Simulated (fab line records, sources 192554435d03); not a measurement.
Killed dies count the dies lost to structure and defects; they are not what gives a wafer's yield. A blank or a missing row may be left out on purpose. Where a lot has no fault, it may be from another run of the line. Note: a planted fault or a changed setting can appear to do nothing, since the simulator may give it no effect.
Chamber matching || flow n5Finfet || N5_GATE_CUT_CMP_02 on cmp-03 has 4 sister chambers
The step polishes, stops on SiO2, t overpolish 12.7 s, target thk 0 nm. 16 wafers are shown with their chamber, then 8 later ones without.

== WAFERS, EACH WITH ITS CHAMBER ==
{"wafer": "L079.1", "chamber": 3, "motorCurrentA (A)": 9.5, "timeToEndpointS (s)": 26.8, "slurryFlowMlMin": 150.6}
{"wafer": "L079.2", "chamber": 1, "motorCurrentA (A)": 7.5, "timeToEndpointS (s)": 27.6, "slurryFlowMlMin": 149.2}
{"wafer": "L079.5", "chamber": 0, "motorCurrentA (A)": 9.1, "timeToEndpointS (s)": 30.7, "slurryFlowMlMin": 150.4}
{"wafer": "L081.3", "chamber": 1, "motorCurrentA (A)": 7.9, "timeToEndpointS (s)": 25.2, "slurryFlowMlMin": 150.1}
{"wafer": "L081.4", "chamber": 3, "motorCurrentA (A)": 9.0, "timeToEndpointS (s)": 24.9, "slurryFlowMlMin": 150.2}
{"wafer": "L081.6", "chamber": 0, "motorCurrentA (A)": 9.2, "timeToEndpointS (s)": 28.5, "slurryFlowMlMin": 151.0}
{"wafer": "L087.3", "chamber": 3, "motorCurrentA (A)": 9.4, "timeToEndpointS (s)": 30.1, "slurryFlowMlMin": 150.4}
{"wafer": "L087.4", "chamber": 0, "motorCurrentA (A)": 9.7, "timeToEndpointS (s)": 29.7, "slurryFlowMlMin": 149.9}
{"wafer": "L087.5", "chamber": 2, "motorCurrentA (A)": 10.6, "timeToEndpointS (s)": 27.0, "slurryFlowMlMin": 149.6}
{"wafer": "L088.1", "chamber": 2, "motorCurrentA (A)": 10.3, "timeToEndpointS (s)": 22.2, "slurryFlowMlMin": 149.9}
{"wafer": "L088.3", "chamber": 1, "motorCurrentA (A)": 7.9, "timeToEndpointS (s)": 22.6, "slurryFlowMlMin": 150.2}
{"wafer": "L088.4", "chamber": 3, "motorCurrentA (A)": 9.3, "timeToEndpointS (s)": 21.6, "slurryFlowMlMin": 149.6}
{"wafer": "L090.1", "chamber": 0, "motorCurrentA (A)": 9.7, "timeToEndpointS (s)": 28.3, "slurryFlowMlMin": 149.8}
{"wafer": "L090.3", "chamber": 3, "motorCurrentA (A)": 9.8, "timeToEndpointS (s)": 26.2, "slurryFlowMlMin": 149.4}
{"wafer": "L090.5", "chamber": 3, "motorCurrentA (A)": 9.4, "timeToEndpointS (s)": 24.5, "slurryFlowMlMin": 150.0}
{"wafer": "L091.3", "chamber": 1, "motorCurrentA (A)": 7.5, "timeToEndpointS (s)": 27.3, "slurryFlowMlMin": 149.4}

SIGNATURES (averages over the wafers above)
{"reading": "motorCurrentA", "chamber 0": 9.425, "chamber 1": 7.700, "chamber 2": 10.450, "chamber 3": 9.400, "scatter within a chamber": 0.267}
{"reading": "timeToEndpointS", "chamber 0": 29.300, "chamber 1": 25.675, "chamber 2": 24.600, "chamber 3": 25.683, "scatter within a chamber": 2.43}
{"reading": "slurryFlowMlMin", "chamber 0": 150.275, "chamber 1": 149.725, "chamber 2": 149.750, "chamber 3": 150.033, "scatter within a chamber": 0.481}
Rule: for a wafer and a chamber, the distance is found by dividing, reading by reading, the gap between the wafer's reading and the chamber's mean by the reading's scatter, squaring, summing and taking the root. If the next closest chamber is less than 2 further off than the closest, the wafer can't be placed; otherwise it belongs to the closest. The scatter is the square root of a quotient: the sum, over the shown wafers, of each reading's squared deviation from its chamber's mean, divided by wafers minus chambers.

== WAFERS WITH NO CHAMBER GIVEN ==
{"wafer": "L091.5", "motorCurrentA (A)": 9.5, "timeToEndpointS (s)": 26.4, "slurryFlowMlMin": 150.0}
{"wafer": "L091.6", "motorCurrentA (A)": 10.5, "timeToEndpointS (s)": 26.7, "slurryFlowMlMin": 149.4}
{"wafer": "L093.2", "motorCurrentA (A)": 9.6, "timeToEndpointS (s)": 30.8, "slurryFlowMlMin": 150.2}
{"wafer": "L093.4", "motorCurrentA (A)": 10.3, "timeToEndpointS (s)": 25.9, "slurryFlowMlMin": 149.9}
{"wafer": "L093.6", "motorCurrentA (A)": 9.7, "timeToEndpointS (s)": 28.2, "slurryFlowMlMin": 149.9}
{"wafer": "L096.1", "motorCurrentA (A)": 9.3, "timeToEndpointS (s)": 24.5, "slurryFlowMlMin": 149.7}
{"wafer": "L096.4", "motorCurrentA (A)": 7.5, "timeToEndpointS (s)": 25.7, "slurryFlowMlMin": 150.7}
{"wafer": "L096.5", "motorCurrentA (A)": 9.5, "timeToEndpointS (s)": 22.6, "slurryFlowMlMin": 150.5}

== THE CHAMBER EACH PASSED THROUGH ==
{"wafer": "L091.5", "from the rows above": "can't be placed: 3 or 0", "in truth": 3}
{"wafer": "L091.6", "from the rows above": 2, "in truth": 2}
{"wafer": "L093.2", "from the rows above": "can't be placed: 0 or 3", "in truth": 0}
{"wafer": "L093.4", "from the rows above": 2, "in truth": 2}
{"wafer": "L093.6", "from the rows above": "can't be placed: 0 or 3 or 2", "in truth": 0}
{"wafer": "L096.1", "from the rows above": "can't be placed: 3 or 0", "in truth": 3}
{"wafer": "L096.4", "from the rows above": 1, "in truth": 1}
{"wafer": "L096.5", "from the rows above": "can't be placed: 3 or 0", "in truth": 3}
Correct placement for 3 of the 8. Unplaceable from these rows: 5, with the true chamber sitting among the candidates in 5. Wrongly placed: 0.
